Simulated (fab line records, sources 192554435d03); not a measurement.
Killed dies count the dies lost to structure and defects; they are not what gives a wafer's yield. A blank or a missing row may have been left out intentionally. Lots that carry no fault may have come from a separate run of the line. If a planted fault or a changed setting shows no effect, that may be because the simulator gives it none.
Comparing a struck lot with a sound one    flow n5 finfet    14 out of 1938 route steps
Sound: wafers L505.2, L505.4, L505.5. Struck: wafer L512.6. (L512.3 of the same lot was not struck and is left out.) The cause comes at the end.
For every step that has rows: the tool of each side, followed by ch and its chambers, followed by its first start. Under that, the readings that differ: sound wafers    struck wafers    difference of the means    sigmas: that difference in standard deviations of wafers without a fault.
alike: readings whose means differ by less than 2 such deviations, and words and numbers that are the same on both sides. not compared: withheld readings, readings that some wafer has no value for, bounds like >300 that may hide the same value, and numbers for which the record gives no deviation and whose values overlap.
A row with sigmas, a row that says differs or no value, or rows on one side alone: a step with any of these is where the two part. Numbers that don't overlap but have no deviation are shown without sigmas and don't part them. A reading missing from all wafers of one side parts the sides only when that side holds two or more wafers.

first, 7 steps without rows for these wafers: N5_BEOL_M12_COAT_04 (resist thk 400 nm); N5_BEOL_M12_EBR_06; N5_BEOL_M12_SOFTBAKE_05 (time 60 s); N5_BEOL_M12_EXPOSE_07 (exposes mask V11); N5_BEOL_M12_PEB_08 (peb time 90 s); N5_BEOL_M12_DEVELOP_09 (develop time 45 s); N5_BEOL_M12_HARDBAKE_14 (time 120 s).
N5_BEOL_M12_CD_MEAS_10: the cd target is 140 nm.
  sound on cd sem-01 ch 0, day 11 22:44; struck on cd sem-03 ch 0, day 13 20:03
  alike: cd nm
N5_BEOL_M12_OVL_MEAS_11:
  sound on overlay-02 ch 0, day 11 22:46; struck on overlay-02 ch 0, day 13 20:05
reading       sound      struck  difference  sigmas
V11_OVL (nm)  -13 -7 -3  11      +19         +3
N5_BEOL_M12_INSPECT_12: inspects for defects (macro).
  sound: defect inspect-01 at day 11 22:47; struck: defect inspect-02 at day 13 20:06
  alike: raw defect count
N5_BEOL_M12_DESCUM_15: chemistry O2, time 7.9 s.
  sound on rie diel-05 ch 1,3, day 11 22:49; struck on rie diel-06 ch 0, day 13 20:08
  alike: drypump motor current A, oes product au, rf vpp V, showerhead plenum p Torr, throttle valve pct
  not compared: rf hours counter h
N5_BEOL_M12_ETCH_59: etches BARC in N2/H2, target depth 89 nm, overetch 26.7 nm, time 67.9 s.
  sound on rie diel-05 ch 1,3, day 11 22:51; struck on rie diel-06 ch 0, day 13 20:10
  alike: bias w, drypump motor current A, oes product au, rf vpp V, showerhead plenum p Torr, throttle valve pct
  not compared: rf hours counter h
N5_BEOL_M12_VIA_ETCH_16: etches SiOC in C4F8/O2/Ar, target depth 724.8 nm.
  sound on rie diel-05 ch 1,3, day 11 22:54; struck on rie diel-06 ch 0, day 13 20:13
reading                sound           struck  difference  sigmas
oes product au (a.u.)  0.86 0.74 0.86  1.09    +0.27       +3
  alike: bias w, drypump motor current A, rf vpp V, showerhead plenum p Torr, throttle valve pct
N5_BEOL_M12_STRIP_63: strips in N2/H2.
  sound on plasma asher-01 ch 0,1, day 11 23:06; struck on plasma asher-02 ch 1, day 13 20:26
  alike: drypump motor current A, heater power w, oes product au, strip time to endpoint s
  not compared: rf hours counter h

WHERE THEY PART
First at N5_BEOL_M12_OVL_MEAS_11; last, within this record, at N5_BEOL_M12_VIA_ETCH_16. Later steps at which nothing parts them and some readings are alike: N5_BEOL_M12_STRIP_63.

WHY: what had been put in by the simulator
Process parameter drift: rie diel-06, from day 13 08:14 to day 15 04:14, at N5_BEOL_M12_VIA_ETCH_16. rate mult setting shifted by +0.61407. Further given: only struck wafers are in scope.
